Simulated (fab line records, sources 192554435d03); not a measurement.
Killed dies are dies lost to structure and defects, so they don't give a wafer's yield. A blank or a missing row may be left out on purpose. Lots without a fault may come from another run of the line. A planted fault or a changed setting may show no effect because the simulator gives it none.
fab line records | flow n5_finfet
record lots=9 wafers=27 last_day=19
route steps=1938 shown SD_EPI_N@293 SD_EPI_P@312 SD_ACTIVATION@331 BEOL_M4@1111 PASSIVATION@1936
lots that met no fault: from a run of the same line without faults
start_h: hours from the record's first day to the start of the lot's first wafer shown | wait_h: hours since the lot's step before | " the same as in the row above | L1.1+2: a row that stands for several wafers | - no value, or no start given | * or withheld: withheld | < > ~ a bound
route shown NAME@n: a module of which the file shows steps, and the number in the route of the first | usual: mean/standard deviation of fault-free wafers | same: alike in all rows | chamber/n: place in a boat | sites: the reading at each site | _std_site: their standard deviation | _edge_site: outer sites' mean less inner sites' | radius_mm: how far each site lies from the wafer's centre | mask NAME#n: copy n | behind: the tool/chamber that last shaped the wafer | hold: why the lot was held/for how many hours/how that ended | device: the transistor (n, p or np) that didn't switch | end of line: the same wafers' tests at the end of the route | a step without rows: its recipe alone | killed: dies lost to structure and defects at the first sort, not the wafer's yield | map: a wafer's dies, x killed, . not, _ none there
set.NAME: the setting as run; set.NAME@STEP: as run at that earlier step | model.NAME: the simulator's own value behind a step, which no gauge read
steps of the route over a sample of lots; a table a step, a row a wafer
services: from which hour (start_h, from the record's first day; less than 0 if before it) a tool's chamber was out of use, for how many hours, and why
## steps
# step N5_SD_EPI_N_LINER_46
# recipe material=SiNx target_thk_a=30 temp_c=400 ald_precursor_family=SiH2I2 ald_co_reactant=N2/H2-plasma pressure_torr=2
# usual heater_power_w=825/75
# columns lot.wafer tool chamber start_h wait_h heater_power_w
L166.4 ald_sin-02 1 80.17 0.1 808
L166.5 " 3 " " 946
L166.6 " 0 " " 757
L168.1 ald_sin-03 1 89.81 0.2 785
L168.4 " 2 " " 849
L168.6 " 1 " " 794
L170.1 ald_sin-02 3 96.66 0.2 915
L170.2 " 0 " " 739
L170.6 " 2 " " 746
L172.2 ald_sin-03 3 104.92 0.1 881
L172.3 " 2 " " 835
L172.6 " 2 " " 844
L173.1 ald_sin-02 1 112.32 0.2 812
L173.3 " 3 " " 919
L173.4 " 0 " " 722
L175.2 ald_sin-03 0 129.64 0.1 921
L175.4 " 3 " " 912
L175.5 " 1 " " 798
L179.2 ald_sin-02 0 150.97 0.1 730
L179.4 " 1 " " 805
L179.6 " 2 " " 733
L181.1 ald_sin-01 0 162.89 0.2 763
L181.2 " 1 " " 923
L181.4 " 2 " " 857
L185.2 ald_sin-01 2 187.30 0.9 845
L185.5 " 1 " " 908
L185.6 " 0 " " 756
# step N5_SD_EPI_P_ETCH_16
# recipe chemistry=CHF3/O2 target=SiO2 target_depth_a=50 mask_material=SOC pressure_mtorr=30 source_w=650 bias_w=170 Ar_flow_sccm=200 CHF3_flow_sccm=50 O2_flow_sccm=5 ion_energy_ev=200
# usual drypump_motor_current_A=5.6/0.32 oes_f_703_au=0.75/0.07 oes_product_au=0.74/0.07 rf_vpp_V=525/12 showerhead_plenum_p_Torr=2.39/0.073 throttle_valve_pct=18.93/0.19
# columns lot.wafer tool chamber start_h wait_h drypump_motor_current_A oes_f_703_au oes_product_au rf_hours_counter_h rf_vpp_V showerhead_plenum_p_Torr throttle_valve_pct
L166.4 rie_diel-02 3 81.52 0.1 5.7 0.75 0.74 184 507 2.38 19.04
L166.5 " 0 " " 5.4 0.70 0.71 - 532 2.47 19.04
L166.6 " 3 " " 5.7 0.75 0.73 - 507 2.38 19.03
L168.1 rie_diel-06 2 91.16 0.1 5.3 0.74 0.73 185 535 2.50 18.92
L168.4 " 1 " " 5.6 0.78 0.77 - 527 2.33 18.87
L168.6 " 3 " " 5.3 0.77 0.76 - 529 2.32 19.19
L170.1 rie_diel-04 1 98.03 0.1 6.3 0.73 0.71 209 512 2.31 19.10
L170.2 " 2 " " 5.2 0.76 0.74 143 534 2.52 18.97
L170.6 " 2 " " 5.2 0.76 0.76 - 533 2.52 18.95
L172.2 rie_diel-04 1 106.14 0.1 6.3 0.72 0.71 213 510 2.31 19.10
L172.3 " 3 " " 5.7 0.72 0.69 221 513 2.36 19.00
L172.6 " 2 " " 5.2 0.76 0.75 - 535 2.52 18.98
L173.1 rie_diel-04 2 113.56 0.1 5.2 0.75 0.75 149 534 2.52 18.98
L173.3 " 3 " " 5.7 0.72 0.69 223 515 2.36 19.00
L173.4 " 1 " " 6.2 0.73 0.70 215 512 2.31 19.08
L175.2 rie_diel-06 2 131.28 0.1 5.2 0.73 0.73 200 535 2.49 18.96
L175.4 " 3 " " 5.3 0.75 0.75 156 529 2.31 19.22
L175.5 " 1 " " 5.6 0.77 0.76 - 526 2.32 18.88
L179.2 rie_diel-04 0 152.51 0.1 5.8 1.00 0.98 5 510 2.38 18.60
L179.4 " 2 " " 5.2 0.76 0.74 152 535 2.52 18.98
L179.6 " 1 " " 6.3 0.72 0.71 - 511 2.30 19.12
L181.1 rie_diel-02 2 164.53 0.1 5.5 0.69 0.71 227 546 2.38 18.85
L181.2 " 1 " " 6.1 0.72 0.71 176 524 2.30 18.61
L181.4 " 0 " " 5.4 0.68 0.70 250 531 2.46 19.10
L185.2 rie_diel-02 3 188.65 0.1 5.7 0.72 0.71 223 505 2.36 19.10
L185.5 " 2 " " 5.5 0.69 0.72 - 543 2.38 18.85
L185.6 " 1 " " 6.0 0.71 0.71 - 525 2.30 18.60
# step N5_SD_EPI_P_INSPECT_26
# recipe inspect_instrument=darkfield mode=post_epi
# usual raw_defect_count=174/33
# columns lot.wafer tool chamber start_h wait_h raw_defect_count
L166.4 defect_inspect-02 - 84.63 0.0 134
L166.5 " - " " 157
L166.6 " - " " 162
L168.1 defect_inspect-01 - 94.27 0.0 222
L168.4 " - " " 197
L168.6 " - " " 193
L170.1 defect_inspect-02 - 101.13 0.0 142
L170.2 " - " " 159
L170.6 " - " " 198
L172.2 defect_inspect-01 - 109.26 0.0 185
L172.3 " - " " 224
L172.6 " - " " 166
L173.1 defect_inspect-02 - 116.67 0.0 110
L173.3 " - " " 179
L173.4 " - " " 120
L175.2 defect_inspect-02 - 135.23 0.0 262
L175.4 " - " " 211
L175.5 " - " " 139
L179.2 defect_inspect-02 - 155.63 0.0 178
L179.4 " - " " 163
L179.6 " - " " 1334
L181.1 defect_inspect-01 - 168.50 0.0 175
L181.2 " - " " 172
L181.4 " - " " 166
L185.2 defect_inspect-01 - 192.59 0.0 216
L185.5 " - " " 166
L185.6 " - " " 163
# step N5_SD_ACTIVATION_LSA_01
# recipe temp_c=1080 time_s=0.0008 ambient=N2
# usual wafer_temp_C_max=1084.7/1.3
# columns lot.wafer tool chamber start_h wait_h wafer_temp_C_max
L166.4 laser_anneal-01 0 85.02 0.2 1084.1
L166.5 " 0 " " 1084.0
L166.6 " 0 " " 1084.4
L168.1 laser_anneal-01 0 94.54 0.2 1083.2
L168.4 " 0 " " 1082.8
L168.6 " 0 " " 1083.6
L170.1 laser_anneal-02 0 101.36 0.2 1085.7
L170.2 " 0 " " 1086.5
L170.6 " 0 " " 1085.3
L172.2 laser_anneal-02 0 110.08 0.2 1086.2
L172.3 " 0 " " 1085.4
L172.6 " 0 " " 1085.7
L173.1 laser_anneal-01 0 116.91 0.2 1084.9
L173.3 " 0 " " 1083.8
L173.4 " 0 " " 1083.4
L175.2 laser_anneal-01 0 135.48 0.2 1082.8
L175.4 " 0 " " 1083.5
L175.5 " 0 " " 1085.2
L179.2 laser_anneal-01 0 155.90 0.2 1083.6
L179.4 " 0 " " 1085.1
L179.6 " 0 " " 1084.7
L181.1 laser_anneal-01 0 168.79 0.2 1083.3
L181.2 " 0 " " 1083.2
L181.4 " 0 " " 1083.7
L185.2 laser_anneal-02 0 192.85 0.2 1085.0
L185.5 " 0 " " 1085.7
L185.6 " 0 " " 1085.4
# step N5_SD_ACTIVATION_INSPECT_02
# recipe inspect_instrument=darkfield mode=post_anneal
# usual raw_defect_count=174/33
# columns lot.wafer tool chamber start_h wait_h raw_defect_count
L166.4 defect_inspect-02 - 85.47 0.1 135
L166.5 " - " " 165
L166.6 " - " " 168
L168.1 defect_inspect-01 - 95.06 0.2 215
L168.4 " - " " 189
L168.6 " - " " 185
L170.1 defect_inspect-02 - 101.88 0.2 147
L170.2 " - " " 156
L170.6 " - " " 179
L172.2 defect_inspect-02 - 110.70 0.1 207
L172.3 " - " " 253
L172.6 " - " " 180
L173.1 defect_inspect-02 - 117.44 0.2 116
L173.3 " - " " 175
L173.4 " - " " 127
L175.2 defect_inspect-02 - 135.98 0.1 240
L175.4 " - " " 208
L175.5 " - " " 151
L179.2 defect_inspect-02 - 156.40 0.2 168
L179.4 " - " " 164
L179.6 " - " " 1353
L181.1 defect_inspect-02 - 169.31 0.2 178
L181.2 " - " " 170
L181.4 " - " " 185
L185.2 defect_inspect-02 - 193.35 0.1 220
L185.5 " - " " 177
L185.6 " - " " 171
# step N5_BEOL_M4_RC_MEAS_101
# usual DIBL_N=36.0/1.7 DIBL_P=36.2/1.9 IOFF_N=0.154/0.028 IOFF_P=0.21/0.036 ION_N=675/11 ION_P=463/8.3 SS_N=71.4/0.63 SS_P=73.2/0.55 VT_N=250.2/3 VT_P=-251/3.7
# columns lot.wafer tool chamber start_h wait_h DIBL_N[mV/V] DIBL_P[mV/V] IOFF_N[nA/um] IOFF_P[nA/um] ION_N[uA/um] ION_P[uA/um] SS_N[mV/dec] SS_P[mV/dec] VT_N[mV] VT_P[mV]
L166.4 prober-02 0 244.44 0.5 32.7 32.2 0.103 0.16 668 463 70.7 72.2 255.7 -256
L166.5 " 0 " " 35.9 34.8 0.140 0.19 672 457 70.7 73.0 251.5 -255
L166.6 " 0 " " 36.7 36.0 0.152 0.20 678 458 70.6 73.6 250.0 -251
L168.1 prober-01 0 262.57 0.0 38.5 40.8 0.191 0.23 689 469 71.7 73.7 247.8 -248
L168.4 " 0 " " 34.9 36.2 0.124 0.17 654 455 71.2 73.0 255.7 -254
L168.6 " 0 " " 37.2 39.1 0.178 0.20 700 465 71.2 74.1 246.3 -252
L170.1 prober-01 0 269.35 0.0 36.9 37.4 0.154 0.20 673 455 71.7 73.4 252.1 -252
L170.2 " 0 " " 35.5 35.5 0.126 0.18 660 455 72.1 72.6 252.8 -252
L170.6 " 0 " " 36.7 36.4 0.142 0.18 670 455 71.4 73.1 250.3 -254
L172.2 prober-02 0 282.07 0.2 35.3 34.8 0.139 0.19 680 463 71.2 73.5 248.6 -253
L172.3 " 0 " " 37.6 36.5 0.168 0.21 674 459 72.3 73.3 250.2 -250
L172.6 " 0 " " 35.9 35.5 0.142 0.19 670 453 71.2 73.5 251.0 -254
L173.1 prober-02 0 291.63 0.0 38.4 38.3 0.186 0.21 689 457 71.5 73.9 247.5 -252
L173.3 " 0 " " 36.0 35.2 0.135 0.17 667 452 71.5 73.1 250.2 -253
L173.4 " 0 " " 37.1 35.5 0.162 0.18 677 456 71.9 73.5 250.1 -255
L175.2 prober-02 0 300.37 0.2 35.6 36.0 0.124 0.18 651 450 71.6 72.4 252.7 -252
L175.4 " 0 " " 37.3 38.0 0.157 0.21 668 456 72.5 72.9 251.6 -251
L175.5 " 0 " " 38.7 38.1 0.185 0.22 668 457 72.8 73.2 248.1 -249
L179.2 prober-01 0 316.01 0.2 35.8 35.0 0.147 0.18 667 456 71.2 73.4 253.0 -254
L179.4 " 0 " " 34.4 34.3 0.138 0.18 684 466 71.4 73.2 249.5 -255
L179.6 " 0 " " 33.4 32.6 0.119 0.16 667 449 71.3 72.6 257.5 -255
L181.1 prober-02 0 339.42 0.0 37.2 37.0 0.177 0.23 681 468 71.8 73.7 250.5 -249
L181.2 " 0 " " 39.3 38.5 0.221 0.26 682 466 72.9 73.6 246.6 -246
L181.4 " 0 " " 36.8 36.7 0.175 0.24 687 474 70.9 74.0 247.1 -248
L185.2 prober-01 0 344.31 0.2 36.7 35.6 0.158 0.24 666 465 71.5 73.4 252.7 -247
L185.5 " 0 " " 37.2 37.2 0.174 0.26 677 471 71.2 73.7 247.7 -243
L185.6 " 0 " " 36.0 34.8 0.164 0.23 686 477 71.5 73.0 248.4 -247
# step N5_PASSIVATION_PROBE_49
# usual defect_limited_yield=90.9/1.4 killed_at_M0_to_M3=38/11 killed_at_M4_up=13/5.9 killed_at_contacts=14/6.4 killed_at_front_end=38/11 killed_at_other=3.3/2.5 killed_dies=107/16 killed_on_rim=14/3.6 killed_open=70/12 killed_short=35/7.7 sort_bin_5_function=5.3/0.94 sort_bin_6_memory=3.5/0.7 sort_n_pass=1073/16 sort_yield_pct=90.9/1.4
# same gross_dies=1180 killed_at_back_side=0 sort_bin_4_leakage[%]=0 sort_bin_8_speed[%]=0
# columns lot.wafer tool chamber start_h wait_h defect_limited_yield[%] killed_at_M0_to_M3 killed_at_M4_up killed_at_contacts killed_at_front_end killed_at_other killed_dies killed_on_rim killed_open killed_short sort_bin_5_function[%] sort_bin_6_memory[%] sort_n_pass sort_yield_pct[%]
L179.2 prober-02 - 424.46 0.1 90.6 50 12 22 24 3 111 18 73 32 6.1 2.8 1069 90.6
L179.4 prober-02 - 424.56 0.2 90.3 47 11 15 41 0 114 17 82 31 5.7 3.5 1066 90.3
L179.6 prober-02 - 424.66 0.3 82.3 34 17 13 141 4 209 26 61 28 9.7 3.7 971 82.3
# killed by level:class
L179.2 BEOL_M3:geometric_particle:open=18 MOL_CONTACT_COAG:geometric_particle:open=15 BEOL_M0_SAQP:geometric_particle:open=8 BEOL_M0_SAQP:geometric_particle:short=8 MOL_CONTACT_COAG:geometric_particle:short=7 BEOL_M1:geometric_particle:open=7 STI_FIN_REVEAL:geometric_particle:open=4 BEOL_M1:geometric_particle:short=4
L179.4 STI_FIN_REVEAL:geometric_particle:open=17 MOL_CONTACT_COAG:geometric_particle:open=11 BEOL_M1:geometric_particle:open=10 BEOL_M2:geometric_particle:open=9 BEOL_M3:geometric_particle:open=9 GATE_CUT:geometric_particle:short=7 BEOL_M0_SAQP:geometric_particle:open=6 STI_FIN_REVEAL:geometric_particle:short=5
L179.6 SD_EPI_P:unspecified=118 MOL_CONTACT_COAG:geometric_particle:open=11 BEOL_M3:geometric_particle:open=10 FIN_SAQP:geometric_particle:short=5 STI_FIN_REVEAL:geometric_particle:open=5 BEOL_M0_SAQP:geometric_particle:short=5 DUMMY_GATE:geometric_particle:open=4 BEOL_M0:geometric_particle:open=4
## services
# columns tool chamber start_h hours kind
rie_diel-02 - 70.01 0.2 repair
laser_anneal-01 - 78.11 4.3 pm
laser_anneal-01 - 82.46 2.0 pm
ald_sin-01 - 85.46 14.0 pm
rie_diel-04 0 87.25 - clean
rie_diel-04 0 87.25 - consumable_replace:focus_ring
rie_diel-04 0 87.25 21.7 scheduled_down
rie_diel-04 0 87.25 21.7 vent_cycle
rie_diel-06 0 104.78 5.5 repair
ald_sin-01 - 110.18 2.8 pm
ald_sin-03 - 110.86 1.4 repair
rie_diel-04 - 116.06 28.1 pm
ald_sin-01 1 127.63 3.0 repair
rie_diel-02 1 154.13 5.4 repair
rie_diel-04 3 167.41 8.7 repair
ald_sin-02 - 176.75 14.0 pm
ald_sin-02 0 176.75 14.0 vent_cycle
ald_sin-02 1 176.75 14.0 vent_cycle
ald_sin-02 2 176.75 14.0 vent_cycle
ald_sin-02 3 176.75 14.0 vent_cycle
rie_diel-02 - 179.40 1.0 repair
laser_anneal-02 - 185.46 3.0 pm
rie_diel-06 2 189.08 10.0 repair
ald_sin-02 0 190.75 - clean
## key
first_sign step=N5_SD_EPI_P_INSPECT_26 reading=raw_defect_count direction=up sigmas=35 usual=174 struck=1334
effect step=N5_SD_ACTIVATION_INSPECT_02 reading=raw_defect_count direction=up sigmas=35 usual=174 struck=1353
effect step=N5_PASSIVATION_PROBE_49 reading=killed_at_front_end direction=up sigmas=9.6 usual=38 struck=141
more_kills_born_at N5_SD_EPI_P_ETCH_16@rie_diel-04=118
met_at N5_SD_EPI_P_ETCH_16
struck_lots L179
struck_wafers L179.6
not_acting_at N5_SD_EPI_N_LINER_46,N5_SD_ACTIVATION_LSA_01
onset_between 113.56 152.51
fault kind=chamber_particle_source tool=rie_diel-04 chamber=1 onset_h=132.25 steps=N5_SD_EPI_P_ETCH_16 rate_per_visit_cm2=1.9813 end_h=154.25
